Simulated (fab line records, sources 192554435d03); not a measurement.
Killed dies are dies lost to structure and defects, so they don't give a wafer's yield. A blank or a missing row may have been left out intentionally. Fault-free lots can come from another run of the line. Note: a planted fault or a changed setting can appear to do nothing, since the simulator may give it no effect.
Chamber matching :: flow n5-finfet :: rie-diel-01 running N5_BEOL_M11_ETCH_65: 4 sister chambers
The step etches SiARC in CF4, target depth 39 nm, time 65 s. 18 wafers are shown with their chamber, then 9 later ones without.

WAFERS PAIRED WITH THEIR CHAMBERS
wafer: L075.2
chamber: 1
showerhead-plenum-p-Torr (Torr): 2.16
etch-rf-on-time-s (s): 63.3
throttle-valve-pct (%): 15.15

wafer: L075.3
chamber: 0
showerhead-plenum-p-Torr (Torr): 2.24
etch-rf-on-time-s (s): 66.0
throttle-valve-pct (%): 15.46

wafer: L075.6
chamber: 2
showerhead-plenum-p-Torr (Torr): 2.09
etch-rf-on-time-s (s): 65.5
throttle-valve-pct (%): 15.44

wafer: L074.1
chamber: 0
showerhead-plenum-p-Torr (Torr): 2.24
etch-rf-on-time-s (s): 66.6
throttle-valve-pct (%): 15.46

wafer: L074.2
chamber: 3
showerhead-plenum-p-Torr (Torr): 2.16
etch-rf-on-time-s (s): 60.7
throttle-valve-pct (%): 15.69

wafer: L074.6
chamber: 2
showerhead-plenum-p-Torr (Torr): 2.09
etch-rf-on-time-s (s): 65.6
throttle-valve-pct (%): 15.44

wafer: L076.1
chamber: 2
showerhead-plenum-p-Torr (Torr): 2.09
etch-rf-on-time-s (s): 66.0
throttle-valve-pct (%): 15.45

wafer: L076.3
chamber: 0
showerhead-plenum-p-Torr (Torr): 2.24
etch-rf-on-time-s (s): 66.8
throttle-valve-pct (%): 15.47

wafer: L076.4
chamber: 1
showerhead-plenum-p-Torr (Torr): 2.16
etch-rf-on-time-s (s): 62.5
throttle-valve-pct (%): 15.18

wafer: L079.1
chamber: 3
showerhead-plenum-p-Torr (Torr): 2.16
etch-rf-on-time-s (s): 60.7
throttle-valve-pct (%): 15.71

wafer: L079.5
chamber: 1
showerhead-plenum-p-Torr (Torr): 2.16
etch-rf-on-time-s (s): 62.8
throttle-valve-pct (%): 15.20

wafer: L079.6
chamber: 2
showerhead-plenum-p-Torr (Torr): 2.09
etch-rf-on-time-s (s): 66.2
throttle-valve-pct (%): 15.47

wafer: L089.3
chamber: 2
showerhead-plenum-p-Torr (Torr): 2.08
etch-rf-on-time-s (s): 65.8
throttle-valve-pct (%): 15.52

wafer: L089.4
chamber: 0
showerhead-plenum-p-Torr (Torr): 2.23
etch-rf-on-time-s (s): 65.7
throttle-valve-pct (%): 15.53

wafer: L089.5
chamber: 1
showerhead-plenum-p-Torr (Torr): 2.15
etch-rf-on-time-s (s): 63.5
throttle-valve-pct (%): 15.23

wafer: L093.3
chamber: 2
showerhead-plenum-p-Torr (Torr): 2.08
etch-rf-on-time-s (s): 66.4
throttle-valve-pct (%): 15.51

wafer: L093.4
chamber: 3
showerhead-plenum-p-Torr (Torr): 2.15
etch-rf-on-time-s (s): 61.0
throttle-valve-pct (%): 15.75

wafer: L093.5
chamber: 2
showerhead-plenum-p-Torr (Torr): 2.08
etch-rf-on-time-s (s): 66.1
throttle-valve-pct (%): 15.52

SIGNATURES (means of the wafers above)
reading: showerhead-plenum-p-Torr
chamber 0: 2.2375
chamber 1: 2.1575
chamber 2: 2.0857
chamber 3: 2.1567
scatter within a chamber: 0.00527

reading: etch-rf-on-time-s
chamber 0: 66.275
chamber 1: 63.025
chamber 2: 65.943
chamber 3: 60.800
scatter within a chamber: 0.388

reading: throttle-valve-pct
chamber 0: 15.4800
chamber 1: 15.1900
chamber 2: 15.4786
chamber 3: 15.7167
scatter within a chamber: 0.0348
Rule: for each reading, subtract the chamber's mean from the wafer's reading, divide by that reading's scatter and square the result; add these up over the readings and take the root, which gives the wafer's distance from the chamber. The wafer belongs to the nearest chamber; if the next one is less than 2 further off, it can't be placed. The scatter: take each reading less its chamber's mean, square it, sum over the shown wafers, divide by the number of wafers less the number of chambers, and take the root.

WAFERS MISSING THEIR CHAMBER
wafer: L094.2
showerhead-plenum-p-Torr (Torr): 2.15
etch-rf-on-time-s (s): 63.7
throttle-valve-pct (%): 15.23

wafer: L094.3
showerhead-plenum-p-Torr (Torr): 2.08
etch-rf-on-time-s (s): 65.4
throttle-valve-pct (%): 15.52

wafer: L094.5
showerhead-plenum-p-Torr (Torr): 2.08
etch-rf-on-time-s (s): 66.2
throttle-valve-pct (%): 15.55

wafer: L096.2
showerhead-plenum-p-Torr (Torr): 2.15
etch-rf-on-time-s (s): 63.9
throttle-valve-pct (%): 15.24

wafer: L096.3
showerhead-plenum-p-Torr (Torr): 2.15
etch-rf-on-time-s (s): 61.5
throttle-valve-pct (%): 15.77

wafer: L096.6
showerhead-plenum-p-Torr (Torr): 2.15
etch-rf-on-time-s (s): 61.9
throttle-valve-pct (%): 15.76

wafer: L097.1
showerhead-plenum-p-Torr (Torr): 2.08
etch-rf-on-time-s (s): 65.5
throttle-valve-pct (%): 15.54

wafer: L097.3
showerhead-plenum-p-Torr (Torr): 2.15
etch-rf-on-time-s (s): 61.1
throttle-valve-pct (%): 15.77

wafer: L097.4
showerhead-plenum-p-Torr (Torr): 2.23
etch-rf-on-time-s (s): 65.6
throttle-valve-pct (%): 15.55

WHICH CHAMBER EACH WENT THROUGH
wafer: L094.2
from the rows above: 1
in truth: 1

wafer: L094.3
from the rows above: 2
in truth: 2

wafer: L094.5
from the rows above: 2
in truth: 2

wafer: L096.2
from the rows above: 1
in truth: 1

wafer: L096.3
from the rows above: 3
in truth: 3

wafer: L096.6
from the rows above: 3
in truth: 3

wafer: L097.1
from the rows above: 2
in truth: 2

wafer: L097.3
from the rows above: 3
in truth: 3

wafer: L097.4
from the rows above: 0
in truth: 0
Correct placement for 9 of the 9. Can't be placed from these rows: 0. Wrongly placed: 0.
